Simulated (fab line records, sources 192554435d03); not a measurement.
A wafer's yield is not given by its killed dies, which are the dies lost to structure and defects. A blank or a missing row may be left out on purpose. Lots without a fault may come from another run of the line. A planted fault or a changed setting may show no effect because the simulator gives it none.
A struck lot beside a sound one	flow n5_finfet	14 steps out of a route of 1938
Sound: these wafers, L818.3, L818.4, L818.5. Struck: wafers L814.1, L814.2, L814.4. Last of all comes the cause.
Each step with rows lists, per side, the tool, then ch with its chambers, then its first start. Under that, the readings that differ: sound wafers	struck wafers	difference of the means	sigmas: that difference in standard deviations of wafers without a fault.
alike: words and numbers the same on both sides, and readings whose means are apart by under 2 such deviations; not compared: readings that were withheld, readings missing a value for some wafer, numbers with overlapping values and no deviation given by the record, and bounds like >300 which may hide the same value.
A row with sigmas, a row that says differs or no value, or rows on one side alone: a step with any of these is where the two part. Numbers that don't overlap but have no deviation are shown without sigmas and don't part them. A reading that every wafer of one side lacks parts them only if that side has two wafers or more.

N5_BEOL_M10_ILD_DEP_00: deposits SiCOH lowk from DEMS/porogen, target thk 308.51 nm, time 58 s.
  sound on pecvd-04 ch 1,2, day 14 06:49; struck on pecvd-01 ch 0,2, day 13 22:08
  alike: heater_power_w, showerhead_plenum_p_Torr, throttle_valve_pct
N5_BEOL_M10_CURE_71: cures SiCOH lowk, time 240 s.
  sound on uv_cure-02 ch 2, day 14 07:03; struck on uv_cure-02 ch 2, day 13 22:13
  alike: lamp_power_pct, wafer_temp_C_max
N5_BEOL_M10_THK_MEAS_01:
  sound: film_metro-01 at day 14 07:24; struck: film_metro-02 at day 13 22:44
  alike: M10_ILD_THK
N5_BEOL_M10_PECVD_70: deposits SiO2 from TEOS/O2, target thk 20 nm, time 22.7 s.
  sound on pecvd-04 ch 0,1, day 14 07:26; struck on pecvd-01 ch 1,2, day 13 22:46
  alike: heater_power_w, showerhead_plenum_p_Torr, throttle_valve_pct
N5_BEOL_M10_HM_DEP_02: deposits TiN, target thk 20 nm.
  sound: pvd_sputter-03 at day 14 08:28; struck: pvd_sputter-01 at day 13 23:08
  alike: throttle_valve_pct
then, 7 steps without rows for these wafers: N5_BEOL_M10_COAT_59 (time 60 s, resist thk 100 nm); N5_BEOL_M10_COAT_60 (time 60 s, resist thk 30 nm); N5_BEOL_M10_COAT_05 (resist thk 90 nm); N5_BEOL_M10_EBR_07; N5_BEOL_M10_SOFTBAKE_06 (time 60 s); N5_BEOL_M10_EXPOSE_08 (exposes mask M10); N5_BEOL_M10_PEB_09 (peb time 60 s).
N5_BEOL_M10_DEVELOP_10: develop time 30 s.
  sound on litho_track-01 ch 0, day 14 08:46; struck on litho_track-01, day 13 23:34
  no value came back on the struck wafers for chill_plate_temp_C (C), develop_time_s (s), resist_line_temp_C (C); on the sound wafers chill_plate_temp_C (C) reads 23.08 22.96 23.00
reading	sound	struck	difference	sigmas
model.CAR-ArF_of_BEOL_M10_COAT_05.thk_nm (nm)	88.6 88.2 88.2	90.2 90 90	+1.7	
N5_BEOL_M10_CD_MEAS_11: the cd target is 64.1 nm.
  sound on cd_sem-01 ch 0, day 14 08:50; struck on cd_sem-01 ch 0, day 13 23:38
reading	sound	struck	difference	sigmas
cd_nm (nm)	64.2 63.4 64.1	- - -	no value on the struck wafers	

## WHERE THEY PART
Last at N5_BEOL_M10_CD_MEAS_11 as far as this record goes, first at N5_BEOL_M10_DEVELOP_10.

WHY: whatever the simulator had introduced
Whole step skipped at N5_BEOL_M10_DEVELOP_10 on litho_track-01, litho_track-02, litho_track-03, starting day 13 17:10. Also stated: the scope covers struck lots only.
